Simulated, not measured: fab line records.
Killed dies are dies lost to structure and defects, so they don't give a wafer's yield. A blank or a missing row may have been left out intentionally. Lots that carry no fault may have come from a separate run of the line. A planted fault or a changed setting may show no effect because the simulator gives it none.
Code-filled problem report in 8D (eight disciplines) form | flow n5-finfet | the parts of the form that need people (team, actions taken, sign-off) are left out

== 1. WHAT IS WRONG ==
spin-speed-rpm at N5_BEOL_M6_COAT_60 reads a mean of 1559.9 rpm on 6 wafers of 2 lots; wafers without a fault read 1500.1 rpm with a standard deviation of 1.1. Measured from the usual mean, that is +54 standard deviations.
The step: time 60 s, resist thk 35 nm.
First seen on wafer L901.2, day 11 02:25, on litho-track-01. Wafers with a number at this step in the record: 12, from 4 lots. Rule for "out" (also "out of limits"): further than 4 standard deviations from the usual mean. All remaining wafers that have a number are taken as sound.

== 2. WHAT THIS IS AND IS NOT ==
question                    | is                     | is not
which readings at this step | spin-speed-rpm         | chill-plate-temp-C
which lots                  | L901, L908             | L896, L915
which wafers of those lots  | all that have a number | -
read on which tools         | litho-track-01         | -
when                        | from day 11 02:25      | up to then (3 sound wafers); but 3 sound wafers of L915 came after

== 3. THE SUSPECTS, EACH WITH WHAT RULES IT OUT ==
Counting: a tool at any process step up to the reading remains a suspect when it ran all the lots that are out and ran no sound lot after the first of those.
- litho-track-01 at N5_BEOL_M6_COAT_60 (time 60 s, resist thk 35 nm): ruled out as a lasting fault. Sound lots L915 ran on it after its first lot that is out, L901 (day 11 02:25).
Left after counting: nothing in the record.

== 4. THE CAUSE (what the simulator had put in) ==
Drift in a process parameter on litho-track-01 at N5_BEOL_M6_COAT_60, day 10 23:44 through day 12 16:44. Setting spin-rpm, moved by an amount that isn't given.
Counting ruled it out, wrongly.

== 5. THE CHAIN OF EFFECTS, in route order ==
Rows list readings where the struck wafers' mean (over those with a number) sits beyond 3 standard deviations from the usual. Only readings for which the record gives a usual standard deviation are gone through. hours: the time from each lot's start at the first step in this table that gives one to its start at this step, as a median over the lots. sigmas: the change in usual standard deviations.
hours | step               | reading        | usual      | on struck wafers | change | sigmas
0     | N5_BEOL_M6_COAT_60 | spin-speed-rpm | 1500.1 rpm | 1559.9           | +59.8  | +54
Here are the process steps it includes:
- N5_BEOL_M6_COAT_60: time 60 s, resist thk 35 nm.

== 6. WHAT WOULD HAVE CAUGHT IT SOONER ==
The fault began at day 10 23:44; the first out-of-limits reading in this record came at day 11 02:25, 3 hours later.
